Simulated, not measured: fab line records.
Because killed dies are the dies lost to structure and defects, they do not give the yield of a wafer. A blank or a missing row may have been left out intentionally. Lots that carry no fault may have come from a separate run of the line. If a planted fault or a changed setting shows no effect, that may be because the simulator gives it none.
Struck lot and sound lot, side by side / flow nand_harc / 13 steps out of a route of 1302
Sound: the wafers L445.1, L445.2, L445.5. Wafers struck: L454.3, L454.5, L454.6. Last of all comes the cause.
Order at every step that has rows: each side's tool, ch and its chambers, its first start. Under that, the readings that differ: sound wafers / struck wafers / difference of the means / sigmas: that difference in standard deviations of wafers without a fault.
alike: readings whose means differ by less than 2 such deviations, and words and numbers that are the same on both sides. not compared: withheld readings, readings that some wafer has no value for, bounds like >300 that may hide the same value, and numbers for which the record gives no deviation and whose values overlap.
The two part at a step that has a row with sigmas, a row that says differs or no value, or rows on one side only. Numbers that have no deviation but don't overlap get no sigmas and don't part them. A reading missing from all wafers of one side parts the sides only when that side holds two or more wafers.

first, 1 step without rows for these wafers: NHARC_A_SLIT_SRD_20.
NHARC_A_SLIT_CD_MEAS_21:
  sound: cd_sem-02 at day 22 18:25; struck: cd_sem-02 at day 26 07:31
  alike: cd_nm
then, 3 steps without rows for these wafers: NHARC_A_SIN_REMOVE_WET_00 (chemistry H3PO4, time 15300 s); NHARC_A_SIN_REMOVE_PRECLEAN_01 (cleans in SC1); NHARC_A_SIN_REMOVE_SRD_02.
NHARC_A_SIN_REMOVE_INSPECT_04:
  sound: defect_inspect-02 at day 23 02:47; struck: defect_inspect-02 at day 26 14:04
  alike: raw_defect_count
NHARC_A_WL_FILL_ALD_00: deposits Al2O3, target thk 3 nm, pulse time 3 s, ald cycles 30.
  sound on ald_hk-01 ch 0,1,2, day 23 02:53; struck on ald_hk-02 ch 0,1, day 26 14:07
  alike: heater_power_w, precursor_pulse_height_rel
NHARC_A_WL_FILL_RTA_01: time 5 s.
  sound on rtp_anneal-01 ch 0, day 23 03:09; struck on rtp_anneal-01 ch 0, day 26 14:28
  alike: anneal_temp_c_max, lamp_power_pct, lamp_zone_5_pct, wafer_temp_C_max
NHARC_A_WL_FILL_ALD_02: deposits TiN, target thk 2 nm, pulse time 3 s, ald cycles 100.
  sound on ald_metal-02 ch 0,3, day 23 03:22; struck on ald_metal-01 ch 0,3, day 26 14:39
  alike: heater_power_w, precursor_pulse_height_rel
NHARC_A_WL_FILL_CVD_03: deposits W, target thk 40 nm, time 279 s.
  sound on cvd_w-01 ch 0,1, day 23 03:48; struck on cvd_w-01 ch 0,1, day 26 15:10
  alike: heater_power_w, throttle_valve_pct
NHARC_A_WL_FILL_ETCHBACK_04: etches the open film in NF3, target depth 60 nm, time 120 s.
  sound on rie_metal-03 ch 0,1, day 23 04:10; struck on rie_metal-03 ch 0,1, day 26 15:32
reading=run_length_s (s); sound=141.8 141.4 141.4; struck=125.2 125.3 124.9; difference=-16.4; sigmas=-42
  alike: drypump_motor_current_A, he_backside_leak_sccm, oes_product_au
  not compared: rf_hours_counter_h
NHARC_A_WL_FILL_ETCHBACK_05: etches the open film in Cl2/BCl3, target depth 22 nm, time 60 s.
  sound on rie_metal-03 ch 0,1, day 23 04:25; struck on rie_metal-03 ch 0,1, day 26 15:41
  alike: drypump_motor_current_A, he_backside_leak_sccm, oes_product_au, run_length_s
  not compared: rf_hours_counter_h
NHARC_END_SORT_01:
  the record has rows for the sound wafers here (prober-01 ch 0, day 27 13:47) and none for the struck ones

## WHERE THEY PART
Last at NHARC_END_SORT_01 as far as this record goes, first at NHARC_A_WL_FILL_ETCHBACK_04.

WHY: what had been put in by the simulator
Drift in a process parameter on rie_metal-03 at NHARC_A_WL_FILL_ETCHBACK_04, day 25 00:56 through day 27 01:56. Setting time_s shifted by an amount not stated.
